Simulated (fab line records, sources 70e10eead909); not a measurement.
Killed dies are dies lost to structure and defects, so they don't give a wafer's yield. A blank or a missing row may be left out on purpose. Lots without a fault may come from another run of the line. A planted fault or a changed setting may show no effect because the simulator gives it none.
A struck lot beside a sound one | flow nand_harc | 39 steps out of a route of 1302
Sound: wafers L617.1, L617.3, L617.6. Struck: wafers L629.2, L629.3, L629.6. The cause comes at the end.
At each step with rows: each side's tool, then ch and its chambers, then its first start. Under that, the readings that differ: sound wafers | struck wafers | difference of the means | sigmas: that difference in standard deviations of wafers without a fault.
alike: readings whose means differ by less than 2 such deviations, and words and numbers that are the same on both sides. not compared: withheld readings, readings that some wafer has no value for, bounds like >300 that may hide the same value, and numbers for which the record gives no deviation and whose values overlap.
The two part at a step that has a row with sigmas, a row that says differs or no value, or rows on one side only. Numbers that don't overlap but have no deviation are shown without sigmas and don't part them. A reading that every wafer of one side lacks parts them only if that side has two wafers or more.

first, 1 step without rows for these wafers: NHARC_A_ONON_D1_DEP_00 (target thk 1000 nm).
NHARC_A_ONON_D1_THK_MEAS_02: measures by ellipsometry.
  sound on film_metro-02, day 8 07:46; struck on film_metro-02, day 13 20:51
  alike: thk_nm
then, 1 step without rows for these wafers: NHARC_A_ONON_D1_DEP_03 (target thk 1000 nm).
NHARC_A_ONON_D1_THK_MEAS_05: measures by ellipsometry.
  sound on film_metro-01, day 8 08:20; struck on film_metro-01, day 13 21:25
  alike: thk_nm
then, 1 step without rows for these wafers: NHARC_A_ONON_D1_DEP_06 (target thk 1000 nm).
NHARC_A_ONON_D1_THK_MEAS_08: measures by ellipsometry.
  sound on film_metro-02, day 8 08:53; struck on film_metro-01, day 13 21:59
  alike: thk_nm
then, 1 step without rows for these wafers: NHARC_A_ONON_D1_DEP_09 (target thk 1000 nm).
NHARC_A_ONON_D1_THK_MEAS_11: measures by ellipsometry.
  sound on film_metro-01, day 8 09:28; struck on film_metro-02, day 13 22:33
  alike: thk_nm
then, 1 step without rows for these wafers: NHARC_A_ONON_D1_DEP_12 (target thk 1000 nm).
NHARC_A_ONON_D1_THK_MEAS_14: measures by ellipsometry.
  sound on film_metro-01, day 8 10:01; struck on film_metro-02, day 13 23:07
  alike: thk_nm
then, 1 step without rows for these wafers: NHARC_A_ONON_D1_ANNEAL_15 (time 3600 s).
NHARC_A_ONON_D1_DEP_16: target thk 1000 nm.
  sound on pecvd_onon-02 ch 0, day 8 14:15; struck on pecvd_onon-02 ch 0, day 14 07:10
  alike: n2_flow_sccm
NHARC_A_ONON_D1_THK_MEAS_18: measures by ellipsometry.
  sound on film_metro-02, day 8 14:46; struck on film_metro-02, day 14 07:37
  alike: thk_nm
then, 1 step without rows for these wafers: NHARC_A_ONON_D1_DEP_19 (target thk 1000 nm).
NHARC_A_ONON_D1_THK_MEAS_21: measures by ellipsometry.
  sound on film_metro-01, day 8 15:20; struck on film_metro-01, day 14 08:11
  alike: thk_nm
then, 1 step without rows for these wafers: NHARC_A_ONON_D1_DEP_22 (target thk 1000 nm).
NHARC_A_ONON_D1_THK_MEAS_24: measures by ellipsometry.
  sound on film_metro-02, day 8 15:54; struck on film_metro-01, day 14 08:46
  alike: thk_nm
then, 1 step without rows for these wafers: NHARC_A_ONON_D1_DEP_25 (target thk 1000 nm).
NHARC_A_ONON_D1_THK_MEAS_27: measures by ellipsometry.
  sound on film_metro-01, day 8 16:28; struck on film_metro-01, day 14 09:20
  reading     | sound          | struck      | difference | sigmas
  thk_nm (nm) | 1021 1021 1020 | 995 994 995 | -26        | -2
then, 1 step without rows for these wafers: NHARC_A_ONON_D1_DEP_28 (target thk 1000 nm).
NHARC_A_ONON_D1_THK_MEAS_30: measures by ellipsometry.
  sound on film_metro-01, day 8 17:02; struck on film_metro-01, day 14 09:55
  alike: thk_nm
NHARC_A_ONON_D1_DEP_33: deposits SiO2, target thk 200 nm.
  sound on pecvd-01 ch 1,2, day 8 17:20; struck on pecvd-02 ch 0,1, day 14 10:08
  alike: heater_power_w, showerhead_vpp_V, throttle_valve_pct
NHARC_A_ONON_D1_THK_MEAS_34: measures by ellipsometry.
  sound on film_metro-01, day 8 17:42; struck on film_metro-01, day 14 10:33
  alike: thk_nm
NHARC_A_CHANNEL_HOLE_D1_DEP_00: deposits aC, target thk 3100 nm.
  sound on acl_dep-02 ch 0, day 8 18:46; struck on acl_dep-03 ch 0, day 14 12:22
  alike: throttle_valve_pct
NHARC_A_CHANNEL_HOLE_D1_DEP_01: deposits SiON, target thk 140 nm.
  sound on pecvd-01 ch 0,2, day 8 20:49; struck on pecvd-03 ch 0,1,2, day 14 14:02
  alike: heater_power_w, showerhead_vpp_V
then, 10 steps without rows for these wafers: NHARC_A_CHANNEL_HOLE_D1_DEHYDRATE_02 (time 120 s); NHARC_A_CHANNEL_HOLE_D1_HMDS_03 (time 30 s); NHARC_A_CHANNEL_HOLE_D1_COAT_36 (time 75 s); NHARC_A_CHANNEL_HOLE_D1_COAT_37 (time 65 s); NHARC_A_CHANNEL_HOLE_D1_COAT_04 (resist thk 90 nm); NHARC_A_CHANNEL_HOLE_D1_SOFTBAKE_05 (time 55 s); NHARC_A_CHANNEL_HOLE_D1_EBR_06; NHARC_A_CHANNEL_HOLE_D1_EXPOSE_07 (exposes mask HOLE D1, target cd 100 nm); NHARC_A_CHANNEL_HOLE_D1_PEB_08 (peb time 65 s); NHARC_A_CHANNEL_HOLE_D1_DEVELOP_09 (develop time 35 s).
NHARC_A_CHANNEL_HOLE_D1_CD_MEAS_10: target cd 100 nm.
  sound on cd_sem-01 ch 0, day 8 21:32; struck on cd_sem-02 ch 0, day 14 14:44
  alike: cd_nm
NHARC_A_CHANNEL_HOLE_D1_OVL_MEAS_11:
  sound on overlay-02, day 8 21:37; struck on overlay-02, day 14 14:49
  alike: overlay_x_nm, overlay_y_nm
NHARC_A_CHANNEL_HOLE_D1_DESCUM_15: chemistry O2, time 3 s.
  sound on rie_diel-06 ch 0,1,3, day 8 21:44; struck on rie_diel-02 ch 0,1,2, day 14 14:55
  alike: drypump_motor_current_A, o2_flow_sccm, oes_product_au, rf_vpp_V, showerhead_plenum_p_Torr, throttle_valve_pct
  not compared: rf_hours_counter_h
-- the record jumps here: 15 days lie between the struck wafers' starts before and after (it left off in module A_CHANNEL_HOLE_D1 and takes up again in module END, whose first step shown is number 1302 of the route) --
NHARC_END_SORT_01:
  the record has rows for the struck wafers here (prober-02 ch 0, day 29 20:08) and none for the sound ones

WHERE THEY PART
First at NHARC_A_ONON_D1_THK_MEAS_27; last, within this record, at NHARC_END_SORT_01.

WHY: what the simulator had put in
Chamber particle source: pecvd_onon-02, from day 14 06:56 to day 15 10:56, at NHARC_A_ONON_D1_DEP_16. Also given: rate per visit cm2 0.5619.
